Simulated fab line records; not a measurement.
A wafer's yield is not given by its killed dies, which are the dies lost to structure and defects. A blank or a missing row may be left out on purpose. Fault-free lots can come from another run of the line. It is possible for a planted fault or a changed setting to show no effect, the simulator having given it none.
What tool caused it?    flow nand harc    24 lots, 72 wafers sampled, at 6 steps of a route of 1159

## WHAT EACH GAUGE READ, for each wafer
No reading from a measuring or inspecting step in the record can be judged against a usual standard deviation.

## WHAT TOOL EACH LOT RAN ON (gives the tool, then ch and the chambers of the sampled wafers, and finally the start)
lot   NHARC_A_STAIRCASE_DESCUM_443        NHARC_A_STAIRCASE_ETCHBACK_157      NHARC_A_SLIT_ETCH_17              NHARC_A_CONTACT_ETCH_51                        NHARC_A_CONTACT_ETCH_111              NHARC_A_CONTACT_ETCH_126
L074  rie diel-11 ch 0,1,3, day 13 18:05  rie diel-11 ch 0,2,3, day 13 22:38  har etch-01 ch 0,1, day 14 11:41  rie diel-02 ch 0,1,3, day 16 08:11 or earlier  har cap etch-02 ch 0,1, day 16 08:11  har cap etch-02 ch 0,1, day 16 16:04
L075  rie diel-07 ch 0,2,3, day 13 18:08  rie diel-07 ch 0,1, day 13 22:09    har etch-02 ch 0,1, day 14 13:49  rie diel-02 ch 0,1,3, day 16 16:40 or earlier  har cap etch-03 ch 0,1, day 16 16:40  har cap etch-03 ch 0,1, day 17 00:21
L076  rie diel-11 ch 0,1,2, day 13 18:09  rie diel-11 ch 0,1,3, day 14 00:00  har etch-01 ch 0,1, day 14 15:04  rie diel-02 ch 0,2,3, day 16 19:23 or earlier  har cap etch-02 ch 0,1, day 16 19:23  har cap etch-01 ch 0,1, day 17 03:05
L077  rie diel-07 ch 1,2, day 13 22:06    rie diel-03 ch 0,1, day 14 02:16    har etch-01 ch 0, day 14 13:38    rie diel-02 ch 2,3, day 16 11:58 or earlier    har cap etch-03 ch 1, day 16 11:58    har cap etch-01 ch 0,1, day 16 19:13
L079  rie diel-03 ch 2,3, day 14 15:14    rie diel-11 ch 0,2,3, day 14 19:32  har etch-01 ch 0,1, day 15 12:19  rie diel-02 ch 0,1,2, day 17 17:43 or earlier  har cap etch-03 ch 0,1, day 17 17:43  har cap etch-03 ch 0,1, day 18 01:04
L078  rie diel-11 ch 0,1,2, day 14 15:16  rie diel-03 ch 0,2,3, day 14 19:48  har etch-02 ch 0,1, day 15 14:04  rie diel-02 ch 1,2, day 17 11:50 or earlier    har cap etch-03 ch 0,1, day 17 11:50  har cap etch-02 ch 1, day 17 19:34
L080  rie diel-03 ch 0,1,2, day 14 15:18  rie diel-07 ch 0,1,3, day 14 20:50  har etch-02 ch 0,1, day 15 12:10  rie diel-02 ch 0,1,2, day 17 15:31 or earlier  har cap etch-02 ch 0,1, day 17 15:31  har cap etch-02 ch 0,1, day 18 00:25
L081  rie diel-03 ch 0,1, day 14 21:48    rie diel-11 ch 1,2,3, day 15 01:52  har etch-01 ch 0,1, day 15 18:07  rie diel-02 ch 0,3, day 17 23:52 or earlier    har cap etch-01 ch 0,1, day 17 23:52  har cap etch-03 ch 0,1, day 18 07:50
L082  rie diel-11 ch 0,2,3, day 15 15:10  rie diel-03 ch 0,1,2, day 15 19:28  har etch-01 ch 0, day 16 16:24    rie diel-02 ch 2,3, day 18 16:04 or earlier    har cap etch-03 ch 1, day 18 16:04    har cap etch-02 ch 0, day 18 23:19
L083  rie diel-11 ch 0,1,3, day 15 15:13  rie diel-03 ch 1,2,3, day 15 20:41  har etch-02 ch 0,1, day 16 17:40  rie diel-02 ch 1,2, day 18 19:28 or earlier    har cap etch-01 ch 0,1, day 18 19:28  har cap etch-02 ch 0,1, day 19 03:06
L086  rie diel-03 ch 1,2,3, day 16 13:22  rie diel-11 ch 0,2,3, day 16 17:26  har etch-02 ch 0,1, day 17 05:38  rie diel-02 ch 0,2,3, day 19 07:55 or earlier  har cap etch-02 ch 0,1, day 19 07:55  har cap etch-01 ch 0,1, day 19 16:19
L087  rie diel-07 ch 0,3, day 16 13:29    rie diel-11 ch 0,1, day 16 17:41    har etch-01 ch 0,1, day 17 08:19  rie diel-02 ch 2,3, day 19 00:10 or earlier    har cap etch-03 ch 0,1, day 19 00:10  har cap etch-01 ch 0,1, day 19 07:28
L084  rie diel-03 ch 0,2,3, day 16 14:59  rie diel-07 ch 0,1, day 16 19:15    har etch-02 ch 0,1, day 17 07:49  rie diel-03 ch 0,3, day 19 00:54 or earlier    har cap etch-01 ch 0,1, day 19 00:54  har cap etch-02 ch 0,1, day 19 11:19
L085  rie diel-03 ch 0,1,2, day 16 15:01  rie diel-07 ch 2,3, day 16 20:46    har etch-02 ch 0, day 17 09:46    rie diel-11 ch 0,2,3, day 19 09:58 or earlier  har cap etch-01 ch 0,1, day 19 09:58  har cap etch-02 ch 0,1, day 19 17:08
L088  rie diel-11 ch 0,3, day 17 15:26    rie diel-03 ch 0,2,3, day 17 20:17  har etch-01 ch 0,1, day 18 11:29  rie diel-02 ch 0,1, day 20 07:26 or earlier    har cap etch-02 ch 0,1, day 20 07:26  har cap etch-01 ch 0,1, day 20 15:28
L089  rie diel-07 ch 0,3, day 17 15:50    rie diel-11 ch 0,1,3, day 17 20:08  har etch-02 ch 0,1, day 18 10:06  rie diel-11 ch 1,2, day 20 07:59 or earlier    har cap etch-01 ch 0,1, day 20 07:59  har cap etch-03 ch 0,1, day 20 15:56
L093  rie diel-11 ch 0,2,3, day 17 21:56  rie diel-11 ch 0,1,3, day 18 02:22  har etch-02 ch 0, day 18 16:50    rie diel-03 ch 0,2,3, day 20 14:35 or earlier  har cap etch-02 ch 0,1, day 20 14:35  har cap etch-03 ch 0,1, day 20 21:47
L092  rie diel-03 ch 0,3, day 17 22:08    rie diel-11 ch 1,2,3, day 18 03:11  har etch-02 ch 0,1, day 18 18:17  rie diel-02 ch 0,1,2, day 20 12:10 or earlier  har cap etch-03 ch 0,1, day 20 12:10  har cap etch-01 ch 0,1, day 20 20:26
L090  rie diel-03 ch 2,3, day 17 22:15    rie diel-03 ch 0,2,3, day 18 04:55  har etch-01 ch 0,1, day 18 16:59  rie diel-03 ch 1,3, day 20 19:05 or earlier    har cap etch-02 ch 0,1, day 20 19:05  har cap etch-03 ch 0,1, day 21 02:30
L091  rie diel-03 ch 0,3, day 17 22:17    rie diel-03 ch 0,2,3, day 18 06:44  har etch-01 ch 0,1, day 18 19:55  rie diel-02 ch 0,2,3, day 21 00:01 or earlier  har cap etch-01 ch 0,1, day 21 00:01  har cap etch-03 ch 0,1, day 21 11:14
L094  rie diel-07 ch 0,1,2, day 18 18:02  rie diel-07 ch 0,1,3, day 18 22:13  har etch-01 ch 0,1, day 19 10:41  rie diel-03 ch 1,2,3, day 21 14:39 or earlier  har cap etch-01 ch 0,1, day 21 14:39  har cap etch-02 ch 0,1, day 21 21:58
L096  rie diel-03 ch 1,2,3, day 19 07:05  rie diel-03 ch 0,3, day 19 11:08    har etch-02 ch 0,1, day 20 01:06  rie diel-02 ch 0,1,2, day 21 23:14 or earlier  har cap etch-01 ch 0,1, day 21 23:14  har cap etch-02 ch 0,1, day 22 07:30
L095  rie diel-07 ch 0,1, day 19 07:15    rie diel-11 ch 0,3, day 19 11:24    har etch-01 ch 0,1, day 20 01:10  rie diel-03 ch 1,2,3, day 21 23:46 or earlier  har cap etch-03 ch 0,1, day 21 23:46  har cap etch-01 ch 0,1, day 22 08:38
L097  rie diel-03 ch 0,2,3, day 19 13:55  rie diel-07 ch 1,2,3, day 19 18:03  har etch-02 ch 0,1, day 20 07:20  rie diel-03 ch 0,1,2, day 22 05:11 or earlier  har cap etch-01 ch 0,1, day 22 05:11  har cap etch-03 ch 0,1, day 22 12:29
- NHARC_A_STAIRCASE_DESCUM_443: chemistry O2, time 3 s.
- NHARC_A_STAIRCASE_ETCHBACK_157: etches the open film in CH3F/O2, target depth 90 nm, time 167.14 s.
- NHARC_A_SLIT_ETCH_17: etches the open film in C4F8/O2/Ar, time 1687.5 s, target depth 10100 nm.
- NHARC_A_CONTACT_ETCH_51: etches the open film in O2/COS, target depth 3600 nm, time 936 s.
- NHARC_A_CONTACT_ETCH_111: etches the open film in C4F8/O2/Ar, time 140 s, target depth 700 nm.
- NHARC_A_CONTACT_ETCH_126: etches the open film in C4F8/O2/Ar, time 155 s, target depth 956 nm.

## AS READ BY THE TOOLS THEMSELVES (means over the sampled wafers that have a number; for cases with no such wafer, the mark the record gives instead)
NHARC_A_STAIRCASE_DESCUM_443. Usual: drypump motor current A 5.8 A, standard deviation 0.57; oes product au 1.002 a.u., standard deviation 0.012; rf vpp V 57.8 V, standard deviation 0.9; showerhead plenum p Torr 1.92 Torr, standard deviation 0.065; throttle valve pct 11.310 %, standard deviation 0.0096.
lot   tool         drypump motor current A (A)  oes product au (a.u.)  rf vpp V (V)  showerhead plenum p Torr (Torr)  throttle valve pct (%)  flag
L074  rie diel-11  6.0                          0.991                  57.4          1.89                             11.311                  
L075  rie diel-07  5.5                          1.000                  57.3          1.92                             11.305                  
L076  rie diel-11  6.0                          0.995                  57.0          1.88                             11.313                  
L077  rie diel-07  6.5                          1.011                  57.3          1.89                             11.303                  
L079  rie diel-03  6.3                          1.010                  57.8          1.93                             11.302                  
L078  rie diel-11  6.0                          0.995                  57.8          1.88                             11.317                  
L080  rie diel-03  5.4                          1.008                  58.3          1.99                             11.302                  
L081  rie diel-03  5.1                          1.005                  57.9          1.98                             11.319                  
L082  rie diel-11  5.7                          0.995                  57.4          1.83                             11.314                  
L083  rie diel-11  5.9                          0.989                  57.8          1.89                             11.307                  
L086  rie diel-03  5.7                          1.007                  58.5          1.95                             11.307                  
L087  rie diel-07  5.2                          0.998                  58.6          1.92                             11.318                  
L084  rie diel-03  6.0                          1.010                  57.6          1.96                             11.310                  
L085  rie diel-03  5.4                          1.004                  57.5          1.99                             11.312                  
L088  rie diel-11  5.6                          0.984                  57.2          1.84                             11.315                  
L089  rie diel-07  5.2                          1.006                  58.1          1.92                             11.310                  
L093  rie diel-11  5.7                          0.994                  58.5          1.83                             11.310                  
L092  rie diel-03  6.0                          1.001                  57.7          1.95                             11.303                  
L090  rie diel-03  6.3                          1.001                  57.2          1.92                             11.318                  
L091  rie diel-03  6.0                          0.998                  57.7          1.95                             11.306                  
L094  rie diel-07  6.1                          1.007                  57.6          1.90                             11.311                  
L096  rie diel-03  5.8                          1.010                  57.9          1.94                             11.307                  
L095  rie diel-07  5.7                          1.000                  58.4          1.93                             11.319                  
L097  rie diel-03  6.0                          0.998                  57.8          1.95                             11.311                  

NHARC_A_STAIRCASE_ETCHBACK_157. Usual: drypump motor current A 5.8 A, standard deviation 0.55; oes product au 0.98 a.u., standard deviation 0.034; rf vpp V 244.2 V, standard deviation 1.4; showerhead plenum p Torr 2.45 Torr, standard deviation 0.083; throttle valve pct 20.662 %, standard deviation 0.01.
lot   tool         drypump motor current A (A)  oes product au (a.u.)  rf vpp V (V)  showerhead plenum p Torr (Torr)  throttle valve pct (%)  flag
L074  rie diel-11  5.7                          1.00                   242.6         2.37                             20.671                  
L075  rie diel-07  6.2                          1.02                   244.8         2.47                             20.664                  
L076  rie diel-11  6.0                          0.99                   244.4         2.43                             20.669                  
L077  rie diel-03  5.4                          0.93                   245.3         2.55                             20.653                  
L079  rie diel-11  5.7                          0.92                   243.4         2.36                             20.667                  
L078  rie diel-03  6.0                          0.95                   245.0         2.52                             20.660                  
L080  rie diel-07  5.7                          0.95                   245.0         2.47                             20.666                  
L081  rie diel-11  5.8                          0.92                   242.9         2.40                             20.664                  
L082  rie diel-03  5.4                          0.97                   245.8         2.55                             20.657                  
L083  rie diel-03  5.8                          0.94                   245.2         2.51                             20.663                  
L086  rie diel-11  5.7                          0.99                   244.1         2.36                             20.666                  
L087  rie diel-11  6.3                          0.99                   243.8         2.47                             20.660                  
L084  rie diel-07  6.2                          1.01                   244.3         2.46                             20.669                  
L085  rie diel-07  5.4                          0.92                   244.3         2.44                             20.669                  
L088  rie diel-03  6.0                          1.00                   245.0         2.51                             20.660                  
L089  rie diel-11  6.0                          0.99                   243.9         2.42                             20.655                  
L093  rie diel-11  5.9                          0.99                   244.3         2.42                             20.668                  
L092  rie diel-11  5.8                          1.00                   244.1         2.39                             20.665                  
L090  rie diel-03  6.0                          1.00                   244.7         2.51                             20.660                  
L091  rie diel-03  6.0                          1.01                   243.7         2.51                             20.652                  
L094  rie diel-07  5.7                          1.00                   243.7         2.46                             20.666                  
L096  rie diel-03  6.4                          1.00                   243.7         2.45                             20.662                  
L095  rie diel-11  5.6                          0.95                   242.3         2.36                             20.665                  
L097  rie diel-07  6.0                          0.99                   243.3         2.42                             20.668                  

NHARC_A_SLIT_ETCH_17. Usual: drypump motor current A 5.9 A, standard deviation 0.47; showerhead plenum p Torr 3.73 Torr, standard deviation 0.072; throttle valve pct 32.046 %, standard deviation 0.01.
lot   tool         drypump motor current A (A)  showerhead plenum p Torr (Torr)  throttle valve pct (%)  flag
L074  har etch-01  5.4                          3.80                             32.040                  
L075  har etch-02  6.2                          3.68                             32.044                  
L076  har etch-01  5.4                          3.80                             32.046                  
L077  har etch-01  5.7                          3.80                             32.047                  
L079  har etch-01  5.6                          3.79                             32.046                  
L078  har etch-02  6.2                          3.67                             32.055                  
L080  har etch-02  6.4                          3.72                             32.053                  
L081  har etch-01  5.4                          3.79                             32.040                  
L082  har etch-01  5.6                          3.78                             32.048                  
L083  har etch-02  6.4                          3.71                             32.055                  
L086  har etch-02  6.4                          3.71                             32.041                  
L087  har etch-01  5.5                          3.78                             32.048                  
L084  har etch-02  6.2                          3.66                             32.043                  
L085  har etch-02  6.1                          3.61                             32.032                  
L088  har etch-01  5.4                          3.77                             32.046                  
L089  har etch-02  6.4                          3.70                             32.054                  
L093  har etch-02  6.1                          3.61                             32.045                  
L092  har etch-02  6.4                          3.70                             32.055                  
L090  har etch-01  5.5                          3.77                             32.054                  
L091  har etch-01  5.4                          3.77                             32.051                  
L094  har etch-01  5.4                          3.77                             32.040                  
L096  har etch-02  6.4                          3.69                             32.044                  
L095  har etch-01  5.6                          3.77                             32.048                  
L097  har etch-02  6.4                          3.69                             32.048                  

NHARC_A_CONTACT_ETCH_51. Usual: cos flow sccm 20.02 sccm, standard deviation 0.054; drypump motor current A 5.5 A, standard deviation 0.52; oes product au 1.001 a.u., standard deviation 0.009; rf vpp V 313.9 V, standard deviation 1.5; showerhead plenum p Torr 3.10 Torr, standard deviation 0.083; throttle valve pct 28.331 %, standard deviation 0.0089.
lot   tool         cos flow sccm (sccm)  drypump motor current A (A)  oes product au (a.u.)  rf vpp V (V)  showerhead plenum p Torr (Torr)  throttle valve pct (%)  flag
L074  rie diel-02  20.01                 5.2                          0.998                  314.9         3.10                             28.331                  
L075  rie diel-02  20.00                 5.2                          0.994                  313.1         3.10                             28.330                  
L076  rie diel-02  20.07                 5.2                          1.002                  313.8         3.10                             28.327                  
L077  rie diel-02  20.06                 5.6                          1.002                  312.5         3.04                             28.334                  
L079  rie diel-02  19.99                 5.1                          1.001                  313.9         3.12                             28.326                  
L078  rie diel-02  20.03                 5.4                          1.015                  313.0         3.08                             28.323                  
L080  rie diel-02  19.99                 5.1                          0.997                  314.0         3.12                             28.325                  
L081  rie diel-02  20.02                 5.4                          0.985                  313.7         3.07                             28.331                  
L082  rie diel-02  20.07                 5.5                          1.005                  313.9         3.05                             28.333                  
L083  rie diel-02  19.94                 5.4                          1.007                  313.5         3.07                             28.324                  
L086  rie diel-02  20.06                 5.2                          1.000                  313.0         3.09                             28.323                  
L087  rie diel-02  20.03                 5.6                          1.002                  312.5         3.03                             28.332                  
L084  rie diel-03  20.02                 6.4                          1.004                  313.9         3.11                             28.334                  
L085  rie diel-11  19.96                 5.7                          0.998                  311.3         2.98                             28.335                  
L088  rie diel-02  19.95                 4.9                          0.987                  314.3         3.16                             28.341                  
L089  rie diel-11  20.05                 6.1                          0.997                  313.9         3.09                             28.329                  
L093  rie diel-03  20.04                 6.0                          1.004                  315.2         3.17                             28.330                  
L092  rie diel-02  20.00                 5.1                          1.001                  314.4         3.11                             28.335                  
L090  rie diel-03  20.02                 6.2                          1.002                  313.2         3.09                             28.339                  
L091  rie diel-02  20.02                 5.3                          1.002                  313.1         3.09                             28.330                  
L094  rie diel-03  20.02                 5.7                          1.008                  314.9         3.16                             28.329                  
L096  rie diel-02  20.01                 5.1                          1.006                  313.7         3.11                             28.327                  
L095  rie diel-03  20.10                 5.8                          1.004                  315.2         3.16                             28.329                  
L097  rie diel-03  19.97                 5.4                          1.003                  315.8         3.21                             28.332                  

## THE ANSWER, worked out from the rows above alone
Rule: a lot is off if the mean of its wafers that have a number lies more than 3 standard deviations from the usual mean. A lot without any number at a reading at which 4 lots or more have one is off too. Where the step has rows for the other lots, those lots are counted as sound. First the gauges in route order, then the tools' own readings, where a lot's mean is used as printed above. At the first step where some lot is off, the reading lying furthest off is the one used; lots without a number count as furthest.
Across all readings shown, no lot is off: no conclusion can be drawn from this.

## WHAT HAD BEEN PUT IN BY THE SIMULATOR
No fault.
